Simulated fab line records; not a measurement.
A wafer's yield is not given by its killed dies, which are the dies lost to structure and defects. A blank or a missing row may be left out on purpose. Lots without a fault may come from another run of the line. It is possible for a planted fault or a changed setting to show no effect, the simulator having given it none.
Matching of chambers    flow n5_finfet    4 sister chambers for N5_HKMG_FIN_PWFM_ALD_03 on ald_metal-02
The step deposits TiN, target thk 2 nm, pulse time 1 s, purge time 3 s. 4 wafers are shown with their chamber, then 11 later ones without.

EACH WAFER AND ITS CHAMBER
wafer   chamber  heater_power_w (W)
L082.4  0        904
L084.4  3        889
L085.6  2        1070
L091.1  1        1022

WAFERS WHOSE CHAMBER IS MISSING
wafer   heater_power_w (W)
L091.4  898
L091.6  1081
L092.1  1080
L092.2  1044
L092.5  1023
L096.1  905
L096.2  1056
L096.3  1100
L094.1  925
L094.4  893
L094.5  1074

THE CHAMBER EACH PASSED THROUGH
wafer   from the rows above      in truth
L091.4  can't be placed: 0 or 3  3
L091.6  2                        2
L092.1  2                        2
L092.2  can't be placed: 1 or 2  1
L092.5  1                        1
L096.1  can't be placed: 0 or 3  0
L096.2  can't be placed: 2 or 1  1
L096.3  2                        2
L094.1  can't be placed: 0 or 3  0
L094.4  can't be placed: 3 or 0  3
L094.5  2                        2
5 of 11 placed correctly. Not placeable from these rows: 6 (in 6, the candidates include the true chamber). 0 placed wrongly.
How it was worked out, from the rows above alone: a wafer's distance from a chamber is the root of the sum, over the readings, of the square of ((its reading less the chamber's mean) divided by the reading's scatter). The wafer belongs to the nearest chamber; if the next one is less than 2 further off, it can't be placed. Each chamber's mean is taken over the wafers shown for it. The scatter (one wafer shown for each chamber): square how far every hidden wafer sits from the nearest shown wafer, average those squares and take the square root.
